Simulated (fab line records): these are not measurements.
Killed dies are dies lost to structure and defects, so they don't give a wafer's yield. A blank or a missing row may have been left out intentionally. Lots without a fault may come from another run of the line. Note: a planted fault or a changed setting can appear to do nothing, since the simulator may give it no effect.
Chamber matching    flow n5 finfet    4 sister chambers for N5_BEOL_M7_ETCH_61 on rie diel-05
The step etches SiARC in CF4, target depth 45.5 nm, time 75.8 s. 8 wafers are shown with their chamber, then 12 later ones without.

== WAFERS, EACH WITH ITS CHAMBER ==
wafer   chamber  showerhead plenum p Torr (Torr)  throttle valve pct (%)
L079.4  3        2.22                             15.86
L083.6  1        2.04                             15.51
L084.1  2        2.18                             15.33
L084.3  0        2.06                             15.87
L084.4  3        2.22                             15.85
L085.1  2        2.18                             15.34
L085.4  1        2.04                             15.50
L085.6  0        2.05                             15.86

== WAFERS WITH NO CHAMBER GIVEN ==
wafer   showerhead plenum p Torr (Torr)  throttle valve pct (%)
L086.1  2.22                             15.90
L086.3  2.04                             15.51
L086.5  2.22                             15.90
L088.1  2.22                             15.89
L088.3  2.05                             15.89
L088.4  2.22                             15.90
L091.2  2.21                             15.92
L091.3  2.05                             15.89
L091.6  2.17                             15.37
L095.1  2.17                             15.38
L095.3  2.05                             15.92
L095.4  2.29                             15.06

== WHICH CHAMBER EACH ONE RAN IN ==
wafer    from the rows above   in truth
L086.1   3                     3
L086.3   1                     1
L086.5   3                     3
L088.1   3                     3
L088.3   0                     0
L088.4   3                     3
L091.2   3                     3
L091.3   0                     0
L091.6   2                     2
L095.1   2                     2
L095.3   0                     0
L095.4   2                     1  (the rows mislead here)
11 of 12 placed correctly. Can't be placed from these rows: 0. 1 placed wrongly.
How it was worked out, from the rows above alone: a wafer's distance from a chamber is the root of the sum, over the readings, of the square of ((its reading less the chamber's mean) divided by the reading's scatter). The wafer belongs to the nearest chamber; if the next one is less than 2 further off, it can't be placed. A chamber's mean is the mean of its shown wafers. The scatter: the root of (the sum of the squares of (reading less its chamber's mean) over the shown wafers, divided by (wafers less chambers)).
